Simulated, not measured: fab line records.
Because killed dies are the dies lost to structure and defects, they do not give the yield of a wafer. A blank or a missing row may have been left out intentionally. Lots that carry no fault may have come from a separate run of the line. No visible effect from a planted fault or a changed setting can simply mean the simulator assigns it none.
Which tool did it? + flow nand-harc + 6 lots, 18 wafers sampled, at 5 steps of a route of 1302

== WHAT EACH GAUGE READ, for each wafer ==
NHARC_END_SORT_01.
| lot  | measured     | on        | killed-at-array |
|------|--------------|-----------|-----------------|
| L423 | day 28 02:01 | prober-02 | 59 51 69        |
| L426 | day 29 10:23 | prober-02 | 46 58 500       |

== TOOL THAT RAN EACH LOT (tool first, then ch and the chambers of the sampled wafers, then the start) ==
| lot  | NHARC_A_CONTACT_ETCH_50            | NHARC_A_CONTACT_ETCH_112             | NHARC_A_CONTACT_ETCH_113             | NHARC_A_CONTACT_ETCH_114             |
|------|------------------------------------|--------------------------------------|--------------------------------------|--------------------------------------|
| L414 | rie-diel-03 ch 0,1,3, day 22 04:04 | har-cap-etch-02 ch 0,1, day 22 05:34 | har-cap-etch-02 ch 0,1, day 22 05:44 | har-cap-etch-02 ch 0,1, day 22 05:54 |
| L420 | rie-diel-04 ch 0,1,2, day 24 11:10 | har-cap-etch-03 ch 0,1, day 24 12:41 | har-cap-etch-03 ch 0,1, day 24 12:52 | har-cap-etch-03 ch 0,1, day 24 13:02 |
| L423 | rie-diel-03 ch 1,2,3, day 25 08:24 | har-cap-etch-03 ch 0,1, day 25 10:12 | har-cap-etch-03 ch 0,1, day 25 10:22 | har-cap-etch-03 ch 0,1, day 25 10:32 |
| L426 | rie-diel-03 ch 0,1,2, day 26 07:52 | har-cap-etch-03 ch 0,1, day 26 09:21 | har-cap-etch-03 ch 0,1, day 26 09:32 | har-cap-etch-03 ch 0,1, day 26 09:42 |
| L432 | rie-diel-03 ch 0,1,3, day 29 09:34 | har-cap-etch-03 ch 0,1, day 29 11:05 | har-cap-etch-03 ch 0,1, day 29 11:16 | har-cap-etch-03 ch 0,1, day 29 11:26 |
| L436 | rie-diel-03 ch 0,1,3, day 31 08:32 | har-cap-etch-03 ch 1, day 31 10:01   | har-cap-etch-03 ch 1, day 31 10:11   | har-cap-etch-03 ch 1, day 31 10:22   |
- NHARC_A_CONTACT_ETCH_50: etches the open film in CF4/CHF3, target depth 121 nm, time 60.5 s.
- NHARC_A_CONTACT_ETCH_112: etches the open film in C4F8/O2/Ar, time 190 s, target depth 1850 nm.
- NHARC_A_CONTACT_ETCH_113: etches the open film in C4F8/O2/Ar, time 190 s, target depth 1850 nm.
- NHARC_A_CONTACT_ETCH_114: etches the open film in C4F8/O2/Ar, time 190 s, target depth 1850 nm.

== THE ANSWER, worked out from the rows above alone ==
Rule: the lots themselves supply what counts as usual. The widest of any qualifying gaps counts: lots, ordered by their means at a reading, are off when they make up no more than a third of the lots, leave a main group of 4 or more, and stand apart from it by 3 or more times the standard deviation of that group's means. A main group is skipped when, at the precision printed for the reading in the tables above, its means are all equal. A lot without any number at a reading at which 4 lots or more have one is off too. Where the step has rows for the other lots, those lots are counted as sound.
Nothing can be told from this: no lot is off at any reading shown.

== WHAT THE SIMULATOR HAD INSERTED ==
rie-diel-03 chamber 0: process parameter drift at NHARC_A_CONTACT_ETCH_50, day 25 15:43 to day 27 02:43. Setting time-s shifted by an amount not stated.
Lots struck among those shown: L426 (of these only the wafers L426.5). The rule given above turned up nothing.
